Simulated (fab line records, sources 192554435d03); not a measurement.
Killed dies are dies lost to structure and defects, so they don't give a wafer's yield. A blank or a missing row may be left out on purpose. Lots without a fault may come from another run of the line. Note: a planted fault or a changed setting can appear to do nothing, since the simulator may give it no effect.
A struck lot beside a sound one + flow n5_finfet + 29 steps out of a route of 1938
Sound: wafers L677.1, L677.3, L677.4. Struck: wafer L671.6 (L671.2, L671.4, from the same lot, were not struck and are left out); the cause is given at the end.
Per side, at each step with rows, come the tool, then ch with its chambers, and then its first start. Under that, the readings that differ: sound wafers + struck wafers + difference of the means + sigmas: that difference in standard deviations of wafers without a fault.
alike: same words and numbers on both sides, and readings whose means sit less than 2 such deviations apart. not compared: any withheld reading, any reading some wafer has no value for, any bound like >300 that may hide the same value, and any number with overlapping values for which the record gives no deviation.
The two part at a step that has a row with sigmas, a row that says differs or no value, or rows on one side only. Non-overlapping numbers with no deviation appear without sigmas and do not part them. A reading that every wafer of one side lacks parts them only if that side has two wafers or more.

first, 11 steps without rows for these wafers: N5_BEOL_M3_SPUTTER_92 (material Cu, target thk 4.5 nm, time 8.29 s); N5_BEOL_M3_ANNEAL_93 (time 240 s); N5_BEOL_M3_SPUTTER_94 (material Cu, target thk 4.5 nm, time 8.29 s); N5_BEOL_M3_ANNEAL_95 (time 240 s); N5_BEOL_M3_SPUTTER_96 (material Cu, target thk 4.5 nm, time 8.29 s); N5_BEOL_M3_ECD_50 (material Cu, target thk 300 nm); N5_BEOL_M3_ANNEAL_51 (time 90 s); N5_BEOL_M3_CMP_52 (polishes, stops on SiOC, t overpolish 6.8 s, target thk 40 nm); N5_BEOL_M3_PRE_CLEAN_60 (time 15 s); N5_BEOL_M3_CO_CAP_55 (material Co, precursor CCTBA/H2, target thk 2 nm, time 102.1 s); N5_BEOL_M3_PRE_CLEAN_56 (time 15 s).
N5_BEOL_M3_DEP_57: deposits SiCN from 3MS/NH3, target thk 8 nm, time 14 s.
  sound on pecvd-03 ch 0,2, day 13 04:38; struck on pecvd-02 ch 2, day 11 22:23
  alike: showerhead_plenum_p_Torr, throttle_valve_pct
N5_BEOL_M3_INSPECT_59: inspects for defects (darkfield).
  sound: defect_inspect-01 at day 13 04:46; struck: defect_inspect-02 at day 11 22:28
| reading          | sound    | struck | difference | sigmas |
|------------------|----------|--------|------------|--------|
| raw_defect_count | 64 45 55 | 456    | +401       | +13    |
then, 12 steps without rows for these wafers: N5_BEOL_M4_ILD_DEP_00 (deposits SiOC from DEMS/O2, target thk 79 nm, time 15.3 s); N5_BEOL_M4_PECVD_72 (deposits SiO2 from TEOS/O2, target thk 16 nm, time 18 s); N5_BEOL_M4_HM_DEP_02 (deposits TiN, target thk 20 nm); N5_BEOL_M4_COAT_61 (time 60 s, resist thk 60 nm); N5_BEOL_M4_COAT_62 (time 60 s, resist thk 12 nm); N5_BEOL_M4_COAT_73 (time 60 s, resist thk 5 nm); N5_BEOL_M4_COAT_05 (resist thk 30 nm); N5_BEOL_M4_EBR_07; N5_BEOL_M4_SOFTBAKE_06 (time 60 s); N5_BEOL_M4_EXPOSE_08 (exposes mask M4); N5_BEOL_M4_PEB_09 (peb time 60 s); N5_BEOL_M4_DEVELOP_10 (develop time 30 s).
N5_BEOL_M4_INSPECT_13: inspects for defects (brightfield).
  sound: defect_inspect-01 at day 13 05:54; struck: defect_inspect-01 at day 12 00:16
| reading          | sound       | struck | difference | sigmas |
|------------------|-------------|--------|------------|--------|
| raw_defect_count | 454 445 303 | 957    | +556       | +4     |
then, 1 step without rows for these wafers: N5_BEOL_M4_DESCUM_16 (chemistry O2, time 7 s).
N5_BEOL_M4_RC_MEAS_101:
  sound on prober-01 ch 0, day 13 23:32; struck on prober-01 ch 0, day 12 13:53
  alike: DIBL_N, DIBL_P, IOFF_N, IOFF_P, ION_N, ION_P, SS_N, SS_P, VT_N, VT_P
-- the record jumps here: 5 days lie between the struck wafers' starts before and after (it left off in module BEOL_M4 and takes up again in module PASSIVATION, whose first step shown is number 1936 of the route) --
N5_PASSIVATION_PROBE_49:
  only the struck wafers here have rows in the record (prober-01, day 17 01:55); the sound ones have none

## WHERE THEY PART
Last at N5_PASSIVATION_PROBE_49 as far as this record goes, first at N5_BEOL_M3_INSPECT_59.

WHY: what the simulator had put in
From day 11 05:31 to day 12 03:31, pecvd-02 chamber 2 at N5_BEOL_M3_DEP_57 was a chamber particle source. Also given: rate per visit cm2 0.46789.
